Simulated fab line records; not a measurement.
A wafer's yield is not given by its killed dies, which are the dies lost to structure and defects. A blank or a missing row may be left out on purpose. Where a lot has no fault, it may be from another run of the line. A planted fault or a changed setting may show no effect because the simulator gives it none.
Chamber matching | flow nand_harc | NHARC_A_WL_FILL_CMP_12 on cmp-03 has 4 sister chambers
The step polishes, t overpolish 30 s, target thk 100 nm. 16 wafers are shown with their chamber, then 8 later ones without.

WAFERS WITH THEIR CHAMBER
wafer  | chamber | motor_current_A (A) | time_to_endpoint_s (s) | slurry_filter_dp_kPa (kPa)
L074.3 | 3       | 10.5                | 22                     | 13.46
L074.5 | 0       | 13.2                | 14                     | 13.62
L074.6 | 3       | 10.5                | 22                     | 13.49
L075.1 | 0       | 13.2                | 16                     | 13.55
L075.2 | 3       | 10.7                | 19                     | 13.42
L075.5 | 0       | 13.1                | 16                     | 13.74
L077.1 | 3       | 10.3                | 18                     | 13.53
L077.5 | 3       | 10.5                | 21                     | 13.51
L077.6 | 2       | 10.7                | 23                     | 13.42
L081.1 | 2       | 10.0                | 26                     | 13.46
L081.2 | 3       | 10.4                | 22                     | 13.59
L081.3 | 0       | 12.5                | 18                     | 13.49
L083.3 | 3       | 10.8                | 23                     | 13.42
L083.5 | 1       | 12.8                | 19                     | 13.67
L083.6 | 2       | 10.9                | 24                     | 13.14
L087.1 | 2       | 10.9                | 23                     | 13.28

SIGNATURES, as means of the wafers listed above
reading              | chamber 0 | chamber 1 | chamber 2 | chamber 3 | scatter within a chamber
motor_current_A      | 13.000    | 12.800    | 10.625    | 10.529    | 0.297
time_to_endpoint_s   | 16.00     | 19.00     | 24.00     | 21.00     | 1.68
slurry_filter_dp_kPa | 13.6000   | 13.6700   | 13.3250   | 13.4886   | 0.1
Rule: a wafer's distance from a chamber is the root of the sum, over the readings, of the square of ((its reading less the chamber's mean) divided by the reading's scatter). If the next closest chamber is less than 2 further off than the closest, the wafer can't be placed; otherwise it belongs to the closest. The scatter: take each reading less its chamber's mean, square it, sum over the shown wafers, divide by the number of wafers less the number of chambers, and take the root.

WAFERS WITH NO CHAMBER GIVEN
wafer  | motor_current_A (A) | time_to_endpoint_s (s) | slurry_filter_dp_kPa (kPa)
L087.3 | 11.1                | 23                     | 13.65
L087.4 | 12.8                | 17                     | 13.35
L095.2 | 11.2                | 25                     | 13.40
L095.4 | 12.9                | 17                     | 13.40
L095.5 | 13.8                | 20                     | 13.72
L097.2 | 13.8                | 23                     | 13.46
L097.3 | 11.2                | 25                     | 13.37
L097.6 | 10.1                | 26                     | 13.45

THE CHAMBER EACH PASSED THROUGH
wafer  | from the rows above     | in truth
L087.3 | can't be placed: 3 or 2 | 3
L087.4 | can't be placed: 0 or 1 | 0
L095.2 | can't be placed: 2 or 3 | 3
L095.4 | can't be placed: 0 or 1 | 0
L095.5 | can't be placed: 1 or 0 | 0
L097.2 | can't be placed: 1 or 0 | 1
L097.3 | can't be placed: 2 or 3 | 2
L097.6 | can't be placed: 2 or 3 | 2
0 of 8 placed correctly. Unplaceable from these rows: 8, with the true chamber sitting among the candidates in 8. Wrongly placed: 0.
